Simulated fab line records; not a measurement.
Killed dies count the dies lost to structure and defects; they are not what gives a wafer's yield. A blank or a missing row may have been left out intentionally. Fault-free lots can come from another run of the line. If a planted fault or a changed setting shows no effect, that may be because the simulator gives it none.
Split-lot trial || flow n5Finfet || 21 wafers read across 7 lots, on a route 1938 steps long

## THE SPLIT ITSELF
At N5_BEOL_M9_HM_DEP_02 (deposits TiN, target thk 20 nm), the setting targetThkA was moved away from the recipe's 200 angstrom on 6 of the 21 wafers read, by -7.9% to +11.4%. For the rest of the wafers, this setting stayed at what the recipe calls for.

## FROM THE SPLIT TO THE READING: what the file shows between them, 5 steps
- N5_BEOL_M9_DESCUM_16: chemistry O2, time 7.9 s (also split here: timeS)
- N5_BEOL_M9_ETCH_61: etches SiARC in CF4, target depth 39 nm, time 65 s
- N5_BEOL_M9_ETCH_62: etches SOC in N2/H2, target depth 110 nm, overetch 22 nm, time 165 s
- N5_BEOL_M9_STRIP_68: strips in N2/H2
- N5_BEOL_M9_STRIP_67: strips in CF4

## THE READING
etch.depthNm (the simulator's own value, which no gauge read), in nm, at N5_BEOL_M9_HM_OPEN_17 (chemistry Cl2/BCl3, target TiN, target depth 20 nm, overetch 6 nm). There is no usual value for it anywhere in the file. Across the 15 wafers here that went through the recipe, the average is 19.88 nm and the standard deviation 0.23 nm.

{"wafer": "L079.1", "tool, chamber at the split": "pvdSputter-01, -", "targetThkA as run, angstrom": 200, "against the recipe": "recipe", "etch.depthNm, nm": 20.11, "against lot-mates on the recipe": "-"}
{"wafer": "L079.3", "tool, chamber at the split": "pvdSputter-01, -", "targetThkA as run, angstrom": 200, "against the recipe": "recipe", "etch.depthNm, nm": 19.55, "against lot-mates on the recipe": "-"}
{"wafer": "L079.5", "tool, chamber at the split": "pvdSputter-01, -", "targetThkA as run, angstrom": 200, "against the recipe": "recipe", "etch.depthNm, nm": 20.12, "against lot-mates on the recipe": "-"}
{"wafer": "L082.1", "tool, chamber at the split": "pvdSputter-02, -", "targetThkA as run, angstrom": 222.8, "against the recipe": "+11.4%", "etch.depthNm, nm": 22.24, "against lot-mates on the recipe": "+2.11"}
{"wafer": "L082.2", "tool, chamber at the split": "pvdSputter-02, -", "targetThkA as run, angstrom": 222.8, "against the recipe": "+11.4%", "etch.depthNm, nm": 22.35, "against lot-mates on the recipe": "+2.22"}
{"wafer": "L082.4", "tool, chamber at the split": "pvdSputter-02, -", "targetThkA as run, angstrom": 200, "against the recipe": "recipe", "etch.depthNm, nm": 20.13, "against lot-mates on the recipe": "-"}
{"wafer": "L083.1", "tool, chamber at the split": "pvdSputter-01, -", "targetThkA as run, angstrom": 200, "against the recipe": "recipe", "etch.depthNm, nm": 19.56, "against lot-mates on the recipe": "-"}
{"wafer": "L083.3", "tool, chamber at the split": "pvdSputter-01, -", "targetThkA as run, angstrom": 200, "against the recipe": "recipe", "etch.depthNm, nm": 19.67, "against lot-mates on the recipe": "-"}
{"wafer": "L083.6", "tool, chamber at the split": "pvdSputter-01, -", "targetThkA as run, angstrom": 200, "against the recipe": "recipe", "etch.depthNm, nm": 19.44, "against lot-mates on the recipe": "-"}
{"wafer": "L089.3", "tool, chamber at the split": "pvdSputter-01, -", "targetThkA as run, angstrom": 215, "against the recipe": "+7.5%", "etch.depthNm, nm": 21.96, "against lot-mates on the recipe": "+2.00"}
{"wafer": "L089.5", "tool, chamber at the split": "pvdSputter-01, -", "targetThkA as run, angstrom": 200, "against the recipe": "recipe", "etch.depthNm, nm": 19.93, "against lot-mates on the recipe": "-"}
{"wafer": "L089.6", "tool, chamber at the split": "pvdSputter-01, -", "targetThkA as run, angstrom": 200, "against the recipe": "recipe", "etch.depthNm, nm": 19.99, "against lot-mates on the recipe": "-"}
{"wafer": "L090.2", "tool, chamber at the split": "pvdSputter-03, -", "targetThkA as run, angstrom": 200, "against the recipe": "recipe", "etch.depthNm, nm": 19.97, "against lot-mates on the recipe": "-"}
{"wafer": "L090.3", "tool, chamber at the split": "pvdSputter-03, -", "targetThkA as run, angstrom": 188.5, "against the recipe": "-5.8%", "etch.depthNm, nm": 19.09, "against lot-mates on the recipe": -0.98}
{"wafer": "L090.4", "tool, chamber at the split": "pvdSputter-03, -", "targetThkA as run, angstrom": 200, "against the recipe": "recipe", "etch.depthNm, nm": 20.18, "against lot-mates on the recipe": "-"}
{"wafer": "L094.2", "tool, chamber at the split": "pvdSputter-03, -", "targetThkA as run, angstrom": 184.2, "against the recipe": "-7.9%", "etch.depthNm, nm": 18.69, "against lot-mates on the recipe": -1.17}
{"wafer": "L094.3", "tool, chamber at the split": "pvdSputter-03, -", "targetThkA as run, angstrom": 200, "against the recipe": "recipe", "etch.depthNm, nm": 19.86, "against lot-mates on the recipe": "-"}
{"wafer": "L094.5", "tool, chamber at the split": "pvdSputter-03, -", "targetThkA as run, angstrom": 184.2, "against the recipe": "-7.9%", "etch.depthNm, nm": 18.29, "against lot-mates on the recipe": -1.57}
{"wafer": "L095.1", "tool, chamber at the split": "pvdSputter-01, -", "targetThkA as run, angstrom": 200, "against the recipe": "recipe", "etch.depthNm, nm": 19.83, "against lot-mates on the recipe": "-"}
{"wafer": "L095.3", "tool, chamber at the split": "pvdSputter-01, -", "targetThkA as run, angstrom": 200, "against the recipe": "recipe", "etch.depthNm, nm": 20.03, "against lot-mates on the recipe": "-"}
{"wafer": "L095.4", "tool, chamber at the split": "pvdSputter-01, -", "targetThkA as run, angstrom": 200, "against the recipe": "recipe", "etch.depthNm, nm": 19.84, "against lot-mates on the recipe": "-"}

FIT RESULTS
A straight line over all 21 wafers: etch.depthNm changes by +0.204 nm for each +1% of targetThkA; r = +0.97; the points scatter about the line by 0.26 nm.
The same after taking each lot's own level away (the mean of its wafers on the recipe; 21 wafers): +0.193 nm for each +1%; r = +0.98; scatter 0.19 nm.
The reading moves by 2.2 nm for the largest change in targetThkA, on that fit.
The span of the lots' own levels, 19.557 to 20.130 nm, comes to 2.5 times the standard deviation stated above.
Consequently the slope shifts little with the lot-to-lot level, the two slopes agreeing.
Check: +2.3 nm against its lot-mates is what the line predicts for one of the wafers moved furthest among these (+11.4%) when that wafer is left out of the fit. It came out at +2.11 nm against them.

## THESE WAFERS: OTHER SPLITS
Other splits were also applied to these wafers ahead of the reading. Each is held against what the fit with the lots' levels taken away leaves over:
{"other split on the same wafers": "N5_BEOL_M6_ETCH_66 biasW", "wafers away from the commonest value": 4, "r with etch.depthNm (lot level and that fit taken away)": "+0.02"}
{"other split on the same wafers": "N5_BEOL_M6_TRENCH_ETCH_37 timeS", "wafers away from the commonest value": 7, "r with etch.depthNm (lot level and that fit taken away)": -0.13}
{"other split on the same wafers": "N5_BEOL_M7_COAT_71 spinRpm", "wafers away from the commonest value": 6, "r with etch.depthNm (lot level and that fit taken away)": "+0.27"}
{"other split on the same wafers": "N5_BEOL_M7_EXPOSE_25 doseMj", "wafers away from the commonest value": 5, "r with etch.depthNm (lot level and that fit taken away)": -0.08}
{"other split on the same wafers": "N5_BEOL_M8_PECVD_70 tempC", "wafers away from the commonest value": 6, "r with etch.depthNm (lot level and that fit taken away)": "+0.15"}
{"other split on the same wafers": "N5_BEOL_M8_DEVELOP_10 developTimeS", "wafers away from the commonest value": 3, "r with etch.depthNm (lot level and that fit taken away)": -0.06}
{"other split on the same wafers": "N5_BEOL_M9_DESCUM_16 timeS", "wafers away from the commonest value": 5, "r with etch.depthNm (lot level and that fit taken away)": "+0.10"}

## THE WHOLE CHAIN: every reading that the file lists as answering this split, in the file's order
{"step": "N5_BEOL_M9_HM_DEP_02", "what it does": "deposits TiN, target thk 20 nm", "reading": "TiN_of_BEOL_M9_HM_DEP_02.thkNm (the simulator's own value, which no gauge read)", "change (the file's fit)": "+0.2 nm for each +1% of the setting", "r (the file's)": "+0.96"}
{"step": "N5_BEOL_M9_HM_OPEN_17", "what it does": "chemistry Cl2/BCl3, target TiN, target depth 20 nm, overetch 6 nm", "reading": "etch.depthNm (the simulator's own value, which no gauge read)", "change (the file's fit)": "+0.199 nm for each +1% of the setting", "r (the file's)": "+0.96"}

## FILE'S OWN FIT
etch.depthNm changes by +0.199 nm for each +1% of targetThkA, r = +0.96.
